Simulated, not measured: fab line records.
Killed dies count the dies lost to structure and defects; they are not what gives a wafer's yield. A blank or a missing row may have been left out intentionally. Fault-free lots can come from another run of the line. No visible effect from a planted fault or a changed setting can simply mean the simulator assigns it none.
Commonality check across tools :: flow nandHarc :: Lots sampled 12, wafers sampled 36

== WHY THIS WAS OPENED ==
Flagged at NHARC_A_SOURCE_PLATE_INSPECT_08: reading rawDefectCount, on 2 of 12 lots. Wafers without a fault read 60, standard deviation 25.
Rule: flag the lot when none of its wafers has a number, or when each of its wafers that has one lies beyond 4 standard deviations from that mean. The other lots count as sound.

lot: L948
measured: day 8 02:21
on: defectInspect-02
rawDefectCount, wafer by wafer: 56 60 73
flag: 

lot: L950
measured: day 9 00:18
on: defectInspect-02
rawDefectCount, wafer by wafer: 47 30 48
flag: 

lot: L953
measured: day 9 22:58
on: defectInspect-02
rawDefectCount, wafer by wafer: 889 809 857
flag: FLAGGED

lot: L952
measured: day 9 22:59
on: defectInspect-01
rawDefectCount, wafer by wafer: 853 833 778
flag: FLAGGED

lot: L961
measured: day 13 18:29
on: defectInspect-01
rawDefectCount, wafer by wafer: 46 36 61
flag: 

lot: L963
measured: day 14 12:17
on: defectInspect-02
rawDefectCount, wafer by wafer: 106 60 67
flag: 

lot: L965
measured: day 15 08:13
on: defectInspect-02
rawDefectCount, wafer by wafer: 91 86 60
flag: 

lot: L966
measured: day 15 17:36
on: defectInspect-01
rawDefectCount, wafer by wafer: 67 75 72
flag: 

lot: L967
measured: day 16 00:02
on: defectInspect-02
rawDefectCount, wafer by wafer: 82 59 102
flag: 

lot: L968
measured: day 16 11:20
on: defectInspect-02
rawDefectCount, wafer by wafer: 27 40 24
flag: 

lot: L969
measured: day 16 20:59
on: defectInspect-02
rawDefectCount, wafer by wafer: 69 70 111
flag: 

lot: L970
measured: day 17 08:01
on: defectInspect-02
rawDefectCount, wafer by wafer: 94 151 91
flag: 
The numbers of the flagged lots are 836 on average: +776 against the usual, or +31 standard deviations.

== WHICH TOOL RAN EACH LOT ==
Before the reading, the record contains 2 process steps out of a 1302-step route. Read each cell as the tool, then ch plus the chambers that the sampled wafers visited, then the start.
lot: L948
flag: 
NHARC_P_BONDPAD_DESCUM_11: rieDiel-10 ch 0,2,3, day 7 00:43
NHARC_A_SOURCE_PLATE_OXIDE_02: furnace-03 ch 0, day 7 09:11

lot: L950
flag: 
NHARC_P_BONDPAD_DESCUM_11: rieDiel-06 ch 1,2,3, day 7 22:35
NHARC_A_SOURCE_PLATE_OXIDE_02: furnace-08 ch 0, day 8 07:03

lot: L953
flag: FLAGGED
NHARC_P_BONDPAD_DESCUM_11: rieDiel-06 ch 0,2,3, day 8 22:04
NHARC_A_SOURCE_PLATE_OXIDE_02: furnace-03 ch 0, day 9 05:10

lot: L952
flag: FLAGGED
NHARC_P_BONDPAD_DESCUM_11: rieDiel-06 ch 0,2,3, day 8 21:11
NHARC_A_SOURCE_PLATE_OXIDE_02: furnace-03 ch 0, day 9 05:10

lot: L961
flag: 
NHARC_P_BONDPAD_DESCUM_11: rieDiel-10 ch 0,1,2, day 12 18:08
NHARC_A_SOURCE_PLATE_OXIDE_02: furnace-03 ch 0, day 13 03:59

lot: L963
flag: 
NHARC_P_BONDPAD_DESCUM_11: rieDiel-06 ch 2,3, day 13 07:49
NHARC_A_SOURCE_PLATE_OXIDE_02: furnace-01 ch 0, day 13 15:12

lot: L965
flag: 
NHARC_P_BONDPAD_DESCUM_11: rieDiel-08 ch 1,2,3, day 14 06:04
NHARC_A_SOURCE_PLATE_OXIDE_02: furnace-01 ch 0, day 14 14:41

lot: L966
flag: 
NHARC_P_BONDPAD_DESCUM_11: rieDiel-06 ch 0,2,3, day 14 16:24
NHARC_A_SOURCE_PLATE_OXIDE_02: furnace-03 ch 0, day 15 00:29

lot: L967
flag: 
NHARC_P_BONDPAD_DESCUM_11: rieDiel-06 ch 1,2,3, day 14 22:02
NHARC_A_SOURCE_PLATE_OXIDE_02: furnace-01 ch 0, day 15 06:37

lot: L968
flag: 
NHARC_P_BONDPAD_DESCUM_11: rieDiel-06 ch 0,2,3, day 15 09:45
NHARC_A_SOURCE_PLATE_OXIDE_02: furnace-03 ch 0, day 15 17:55

lot: L969
flag: 
NHARC_P_BONDPAD_DESCUM_11: rieDiel-06 ch 1,2,3, day 15 17:08
NHARC_A_SOURCE_PLATE_OXIDE_02: furnace-03 ch 0, day 16 01:05

lot: L970
flag: 
NHARC_P_BONDPAD_DESCUM_11: rieDiel-10 ch 0,1,3, day 16 05:28
NHARC_A_SOURCE_PLATE_OXIDE_02: furnace-01 ch 0, day 16 13:55
What the steps here do:
- NHARC_P_BONDPAD_DESCUM_11: chemistry O2, time 3 s.
- NHARC_A_SOURCE_PLATE_OXIDE_02: material SiO2, target thk 10 nm, ox time 1362 s.
- NHARC_A_SOURCE_PLATE_INSPECT_08

== FLAGGED AGAINST TOTAL, ONE TOOL AT A TIME (gauges that did the reading follow at the end) ==
step: NHARC_P_BONDPAD_DESCUM_11
tool: rieDiel-06
lots run: 8
flagged: 2
share of the flagged lots: all
sound lots run after its first flagged lot: 5 (L963,L966,L967,L968,L969)

step: NHARC_P_BONDPAD_DESCUM_11
tool: rieDiel-08
lots run: 1
flagged: 0
share of the flagged lots: none
sound lots run after its first flagged lot: -

step: NHARC_P_BONDPAD_DESCUM_11
tool: rieDiel-10
lots run: 3
flagged: 0
share of the flagged lots: none
sound lots run after its first flagged lot: -

step: NHARC_A_SOURCE_PLATE_OXIDE_02
tool: furnace-01
lots run: 4
flagged: 0
share of the flagged lots: none
sound lots run after its first flagged lot: -

step: NHARC_A_SOURCE_PLATE_OXIDE_02
tool: furnace-03
lots run: 7
flagged: 2
share of the flagged lots: all
sound lots run after its first flagged lot: 4 (L961,L966,L968,L969)

step: NHARC_A_SOURCE_PLATE_OXIDE_02
tool: furnace-08
lots run: 1
flagged: 0
share of the flagged lots: none
sound lots run after its first flagged lot: -

step: NHARC_A_SOURCE_PLATE_INSPECT_08
tool: defectInspect-01
lots run: 3
flagged: 1
share of the flagged lots: some
sound lots run after its first flagged lot: 2 (L961,L966)

step: NHARC_A_SOURCE_PLATE_INSPECT_08
tool: defectInspect-02
lots run: 9
flagged: 1
share of the flagged lots: some
sound lots run after its first flagged lot: 6 (L963,L965,L967,L968,L969,L970)

== WHAT IS ALLOWED BY THE TABLE ==
In 2 table rows, all flagged lots were run: rieDiel-06 (NHARC_P_BONDPAD_DESCUM_11), furnace-03 (NHARC_A_SOURCE_PLATE_OXIDE_02).
- rieDiel-06 at NHARC_P_BONDPAD_DESCUM_11 ran 8 lots, 2 of them flagged. Sound lots followed the first flagged one (L963, L966, L967, L968, L969) on it, something a lasting fault affecting the whole tool could not allow.
- furnace-03 at NHARC_A_SOURCE_PLATE_OXIDE_02 ran 7 lots, 2 of them flagged. Sound lots followed the first flagged one (L961, L966, L968, L969) on it, something a lasting fault affecting the whole tool could not allow.
Every row of the table either missed a flagged lot or ran a sound lot after the first.

== WHAT WAS PUT IN BY THE SIMULATOR ==
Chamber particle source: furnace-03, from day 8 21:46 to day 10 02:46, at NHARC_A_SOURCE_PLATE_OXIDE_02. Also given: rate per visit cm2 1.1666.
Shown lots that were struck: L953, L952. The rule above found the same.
